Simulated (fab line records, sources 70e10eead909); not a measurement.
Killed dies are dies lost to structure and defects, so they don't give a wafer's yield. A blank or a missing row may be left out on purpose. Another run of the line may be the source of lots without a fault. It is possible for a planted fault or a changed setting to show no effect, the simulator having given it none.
A lot that was struck, set against a sound lot + flow nandHarc + 18 out of 1302 route steps
Sound: wafers L878.3, L878.5, L878.6. The struck wafers were L869.3, L869.4, L869.6. At the end, the cause is stated.
Each step with rows lists, per side, the tool, then ch with its chambers, then its first start. Under that, the readings that differ: sound wafers + struck wafers + difference of the means + sigmas: that difference in standard deviations of wafers without a fault.
alike: a reading whose means differ by less than 2 such deviations, as well as words and numbers matching on both sides. not compared: withheld readings; readings where some wafer has no value; bounds like >300 that might hide an equal value; numbers whose values overlap and for which the record gives no deviation.
A row with sigmas, a row that says differs or no value, or rows on one side alone: a step with any of these is where the two part. Numbers that don't overlap but have no deviation are shown without sigmas and don't part them. A reading missing from all wafers of one side parts the sides only when that side holds two or more wafers.

NHARC_P_GATE_ETCHBACK_37: etches the open film in CHF3/O2, target depth 34.5 nm, time 17.2 s.
  sound on rieDiel-03 ch 1,2; struck on rieDiel-01 ch 2,3
  alike: chf3FlowSccm, drypumpMotorCurrentA, oesProductAu, rfVppV, showerheadPlenumPTorr, throttleValvePct
  not compared: rfHoursCounterH
NHARC_P_GATE_STRIP_101: strips in O2, time 20 s.
  sound on rieDiel-03 ch 1,2, day 13 19:02; struck on rieDiel-01 ch 0,1,3, day 10 03:25
| reading                      | sound          | struck         | difference | sigmas |
|------------------------------|----------------|----------------|------------|--------|
| showerheadPlenumPTorr (Torr) | 3.32 3.32 3.40 | 3.74 3.71 3.72 | +0.38      | +3     |
  alike: drypumpMotorCurrentA, oesProductAu, rfVppV, throttleValvePct
  not compared: rfHoursCounterH
then, 10 steps without rows for these wafers: NHARC_P_GATE_PRECLEAN_97 (cleans in SPM, time 600 s); NHARC_P_GATE_SRD_98; NHARC_P_GATE_PRECLEAN_99 (cleans in SC1); NHARC_P_GATE_SRD_100; NHARC_P_GATE_DEHYDRATE_38 (time 120 s); NHARC_P_GATE_HMDS_39 (time 30 s); NHARC_P_GATE_COAT_40; NHARC_P_GATE_SOFTBAKE_41 (time 95 s); NHARC_P_GATE_EBR_42; NHARC_P_GATE_EXPOSE_43 (exposes mask P NSD, target cd 720 nm).
NHARC_P_GATE_PEB_44: peb time 85 s.
  sound on lithoTrack-07 ch 0, day 13 19:52; struck on lithoTrack-07 ch 0, day 10 04:07
| reading               | sound                | struck               | difference | sigmas |
|-----------------------|----------------------|----------------------|------------|--------|
| heaterPowerTotalW (W) | 164.24 163.75 163.69 | 157.48 156.92 157.18 | -6.70      | -24    |
| plateTempC (C)        | 117.94 117.86 117.91 | 114.38 114.50 114.61 | -3.41      | -26    |
then, 1 step without rows for these wafers: NHARC_P_GATE_DEVELOP_45 (time 70 s).
NHARC_P_GATE_CD_MEAS_46 targets a cd of 720 nm.
  sound on cdSem-01 ch 0, day 13 19:57; struck on cdSem-03 ch 0, day 10 04:13
| reading   | sound             | struck            | difference | sigmas |
|-----------|-------------------|-------------------|------------|--------|
| cdNm (nm) | 721.3 721.5 721.6 | 711.8 712.2 711.4 | -9.7       | -8     |
then, 1 step without rows for these wafers: NHARC_P_GATE_HARDBAKE_47 (time 80 s).
NHARC_P_GATE_DESCUM_48: chemistry O2, time 3 s.
  sound on rieDiel-11 ch 0,2,3, day 13 20:08; struck on rieDiel-03 ch 1,3, day 10 04:23
| reading                | sound             | struck            | difference | sigmas |
|------------------------|-------------------|-------------------|------------|--------|
| model.P_GATE.cdNm (nm) | 721.9 721.3 721.8 | 711.9 712.4 711.1 | -9.9       |        |
  alike: drypumpMotorCurrentA, oesProductAu, rfVppV, showerheadPlenumPTorr, throttleValvePct
  not compared: rfHoursCounterH
next, for these wafers, 1 step has no rows: NHARC_P_GATE_IMPLANT_49.

== WHERE THEY PART ==
Last at NHARC_P_GATE_CD_MEAS_46 as far as this record goes, first at NHARC_P_GATE_STRIP_101. Later steps at which nothing parts them and some readings are alike: NHARC_P_GATE_DESCUM_48.

WHY: whatever the simulator had introduced
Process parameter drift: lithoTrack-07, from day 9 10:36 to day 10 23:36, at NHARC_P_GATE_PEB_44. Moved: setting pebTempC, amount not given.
